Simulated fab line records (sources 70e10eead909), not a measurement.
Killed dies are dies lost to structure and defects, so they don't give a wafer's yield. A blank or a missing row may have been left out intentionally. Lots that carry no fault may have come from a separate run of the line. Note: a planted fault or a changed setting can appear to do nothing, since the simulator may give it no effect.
What tool caused it? | flow nand_harc | 39 wafers from 13 lots sampled at 5 of the route's 1302 steps

== WHAT THE GAUGES SHOWED, per wafer ==
NHARC_END_SORT_01. Usual: killed_at_array 64, standard deviation 16; killed_at_other 1.0, standard deviation 1.1; killed_at_periphery 3.5, standard deviation 2.3; killed_dies 69, standard deviation 17; killed_open 3.2, standard deviation 1.6; killed_short 2.4, standard deviation 1.6.
lot  | measured     | on        | killed_at_array | killed_at_other | killed_at_periphery | killed_dies | killed_open | killed_short | flag
L193 | day 24 07:14 | prober-01 | 88 73 71        | 0 2 1           | 6 5 6               | 94 80 78    | 3 2 1       | 7 3 2        |
L194 | day 24 23:50 | prober-01 | 77 100 88       | 1 2 0           | 8 8 5               | 86 110 93   | 5 3 2       | 3 3 2        |
L195 | day 24 23:45 | prober-02 | 46 40 40        | 1 1 1           | 4 1 2               | 51 42 43    | 2 2 0       | 5 2 3        |
L196 | day 25 08:20 | prober-02 | 54 66 51        | 2 0 0           | 4 3 0               | 60 69 51    | 4 6 1       | 2 0 2        |
L198 | day 26 01:19 | prober-02 | 83 75 88        | 3 3 4           | 2 2 6               | 88 80 98    | 5 3 2       | 3 2 5        |
L199 | day 26 21:53 | prober-01 | 71 74 78        | 1 0 0           | 2 2 2               | 74 76 80    | 5 6 4       | 1 2 3        |
L200 | day 27 15:21 | prober-02 | 50 51 62        | 0 0 0           | 1 3 2               | 51 54 64    | 4 2 2       | 0 4 3        |
L201 | day 28 16:53 | prober-01 | 64 62 50        | 1 0 3           | 3 2 2               | 68 64 55    | 5 4 4       | 1 2 0        |
L202 | day 28 04:12 | prober-01 | 61 63 58        | 1 2 0           | 5 4 4               | 67 69 62    | 2 0 2       | 3 0 2        |
L207 | day 30 12:36 | prober-02 | 667 669 667     | 1 0 0           | 9 8 10              | 677 677 677 | 3 4 5       | 2 3 4        | OFF
L212 | day 32 18:23 | prober-01 | 69 54 62        | 0 0 1           | 1 1 3               | 70 55 66    | 2 4 6       | 2 3 5        |
L213 | day 32 07:51 | prober-02 | 67 84 71        | 0 1 2           | 2 3 6               | 69 88 79    | 2 2 5       | 3 2 1        |
L216 | day 34 03:35 | prober-02 | 54 56 45        | 0 0 0           | 3 4 3               | 57 60 48    | 6 5 6       | 6 3 1        |

== EACH LOT AND THE TOOL THAT RAN IT (in order: tool; ch and the chambers of the sampled wafers; start) ==
lot  | NHARC_A_STAIRCASE_CVD_552   | NHARC_THIN_TSV_STRIP_62              | NHARC_THIN_TSV_PRE_CLEAN_50             | NHARC_THIN_TSV_ANNEAL_52
L193 | lpcvd-01 ch 1, day 17 11:53 | plasma_asher-02 ch 0,1, day 23 16:59 | pvd_sputter-01, day 23 18:22 or earlier | rtp_anneal-02 ch 0, day 23 18:22
L194 | lpcvd-01 ch 1, day 17 20:58 | plasma_asher-02 ch 0,1, day 24 11:30 | pvd_sputter-01, day 24 13:19 or earlier | rtp_anneal-02 ch 0, day 24 13:19
L195 | lpcvd-02 ch 0, day 18 04:49 | plasma_asher-02 ch 0,1, day 24 12:46 | pvd_sputter-02, day 24 14:07 or earlier | rtp_anneal-01 ch 0, day 24 14:07
L196 | lpcvd-02 ch 0, day 18 04:49 | plasma_asher-02 ch 0,1, day 24 10:13 | pvd_sputter-01, day 24 11:37 or earlier | rtp_anneal-01 ch 0, day 24 11:37
L198 | lpcvd-01 ch 0, day 19 05:32 | plasma_asher-01 ch 0, day 25 10:13   | pvd_sputter-02, day 25 11:39 or earlier | rtp_anneal-02 ch 0, day 25 11:39
L199 | lpcvd-01 ch 1, day 19 23:51 | plasma_asher-01 ch 0,1, day 26 08:51 | pvd_sputter-01, day 26 10:14 or earlier | rtp_anneal-01 ch 0, day 26 10:14
L200 | lpcvd-01 ch 1, day 20 17:29 | plasma_asher-01 ch 0,1, day 27 01:20 | pvd_sputter-01, day 27 02:45 or earlier | rtp_anneal-01 ch 0, day 27 02:45
L201 | lpcvd-01 ch 0, day 21 00:01 | plasma_asher-01 ch 0,1, day 28 05:01 | pvd_sputter-02, day 28 06:25 or earlier | rtp_anneal-02 ch 0, day 28 06:25
L202 | lpcvd-01 ch 0, day 21 09:17 | plasma_asher-02 ch 0,1, day 27 15:00 | pvd_sputter-03, day 27 16:32 or earlier | rtp_anneal-01 ch 0, day 27 16:32
L207 | lpcvd-01 ch 0, day 23 05:01 | -                                    | -                                       | -
L212 | lpcvd-02 ch 1, day 25 09:56 | plasma_asher-01 ch 0,1, day 32 05:56 | pvd_sputter-01, day 32 07:18 or earlier | rtp_anneal-01 ch 0, day 32 07:18
L213 | lpcvd-02 ch 1, day 25 09:56 | plasma_asher-02 ch 0,1, day 31 21:04 | pvd_sputter-02, day 31 22:25 or earlier | rtp_anneal-02 ch 0, day 31 22:25
L216 | lpcvd-01 ch 0, day 27 10:29 | plasma_asher-02 ch 0,1, day 33 13:57 | pvd_sputter-01, day 33 15:20 or earlier | rtp_anneal-01 ch 0, day 33 15:20
- NHARC_A_STAIRCASE_CVD_552: deposits SiNx, target thk 40 nm.
- NHARC_THIN_TSV_STRIP_62: strips in N2/H2, time 20 s.
- NHARC_THIN_TSV_PRE_CLEAN_50: time 30 s.
- NHARC_THIN_TSV_ANNEAL_52: time 90 s.

== WHAT THE TOOLS THEMSELVES READ (means of the sampled wafers that have a number; where no wafer has one, the mark that the record gives instead) ==
NHARC_A_STAIRCASE_CVD_552. Usual: spike_tc_bottom_C 721 C, standard deviation 3; spike_tc_top_C 718.8 C, standard deviation 2.4; zone_power_top_pct 22.0 %, standard deviation 2.
lot  | tool     | spike_tc_bottom_C (C) | spike_tc_top_C (C) | zone_power_top_pct (%) | flag
L193 | lpcvd-01 | 721                   | 715.5              | 18.6                   |
L194 | lpcvd-01 | 721                   | 716.0              | 18.7                   |
L195 | lpcvd-02 | 720                   | 719.5              | 22.6                   |
L196 | lpcvd-02 | 721                   | 720.4              | 22.9                   |
L198 | lpcvd-01 | 725                   | 718.0              | 23.5                   |
L199 | lpcvd-01 | 721                   | 715.1              | 18.5                   |
L200 | lpcvd-01 | 721                   | 716.1              | 18.7                   |
L201 | lpcvd-01 | 724                   | 718.2              | 23.6                   |
L202 | lpcvd-01 | 725                   | 718.5              | 23.4                   |
L207 | lpcvd-01 | 725                   | 717.4              | 23.2                   |
L212 | lpcvd-02 | 717                   | 722.3              | 23.0                   |
L213 | lpcvd-02 | 718                   | 721.9              | 23.0                   |
L216 | lpcvd-01 | 725                   | 718.3              | 23.2                   |

NHARC_THIN_TSV_STRIP_62. Usual: drypump_motor_current_A 5.58 A, standard deviation 0.22; heater_power_w 330 W, standard deviation 18.
lot  | tool            | drypump_motor_current_A (A) | heater_power_w (W) | flag
L193 | plasma_asher-02 | 5.77                        | 328                |
L194 | plasma_asher-02 | 5.77                        | 323                |
L195 | plasma_asher-02 | 5.61                        | 340                |
L196 | plasma_asher-02 | 5.60                        | 334                |
L198 | plasma_asher-01 | 5.49                        | 328                |
L199 | plasma_asher-01 | 5.49                        | 333                |
L200 | plasma_asher-01 | 5.50                        | 331                |
L201 | plasma_asher-01 | 5.49                        | 330                |
L202 | plasma_asher-02 | 5.77                        | 315                |
L212 | plasma_asher-01 | 5.48                        | 343                |
L213 | plasma_asher-02 | 5.58                        | 333                |
L216 | plasma_asher-02 | 5.77                        | 313                |

NHARC_THIN_TSV_PRE_CLEAN_50. Usual: 445 W for heater_power_w, sd 42.
lot  | tool           | heater_power_w (W) | flag
L193 | pvd_sputter-01 | 525                |
L194 | pvd_sputter-01 | 482                |
L195 | pvd_sputter-02 | 449                |
L196 | pvd_sputter-01 | 480                |
L198 | pvd_sputter-02 | 449                |
L199 | pvd_sputter-01 | 500                |
L200 | pvd_sputter-01 | 436                |
L201 | pvd_sputter-02 | 442                |
L202 | pvd_sputter-03 | 420                |
L212 | pvd_sputter-01 | 476                |
L213 | pvd_sputter-02 | 452                |
L216 | pvd_sputter-01 | 489                |

NHARC_THIN_TSV_ANNEAL_52. Usual: 226.07 for wafer_temp_C_max, sd 0.27.
lot  | tool          | wafer_temp_C_max | flag
L193 | rtp_anneal-02 | 225.85           |
L194 | rtp_anneal-02 | 225.96           |
L195 | rtp_anneal-01 | 225.96           |
L196 | rtp_anneal-01 | 226.26           |
L198 | rtp_anneal-02 | 226.01           |
L199 | rtp_anneal-01 | 225.91           |
L200 | rtp_anneal-01 | 226.17           |
L201 | rtp_anneal-02 | 226.26           |
L202 | rtp_anneal-01 | 226.11           |
L212 | rtp_anneal-01 | 226.23           |
L213 | rtp_anneal-02 | 225.96           |
L216 | rtp_anneal-01 | 226.18           |

== THE ANSWER, worked out from the rows above alone ==
Rule: take the mean of a lot's wafers that have a number; if it is more than 3 standard deviations from the usual mean, the lot is off. A lot without any number at a reading at which 4 lots or more have one is off too. Where the step has rows for the other lots, those lots are counted as sound. First the gauges in route order, then the tools' own readings, where a lot's mean is used as printed above. At the first step where some lot is off, the reading lying furthest off is the one used; lots without a number count as furthest.
Off: L207 (NHARC_END_SORT_01, killed_at_array).
If a tool, at a process step before that reading, ran all the lots that are off and no sound lot after the first of them, it fits. Gauges at NHARC_END_SORT_01: tried the same way as those tools. NHARC_THIN_TSV_PRE_CLEAN_50: start missing for some lots; hours and lot order therefore follow NHARC_THIN_TSV_ANNEAL_52. Not one of the candidates tried fits.

== WHAT THE SIMULATOR PUT IN ==
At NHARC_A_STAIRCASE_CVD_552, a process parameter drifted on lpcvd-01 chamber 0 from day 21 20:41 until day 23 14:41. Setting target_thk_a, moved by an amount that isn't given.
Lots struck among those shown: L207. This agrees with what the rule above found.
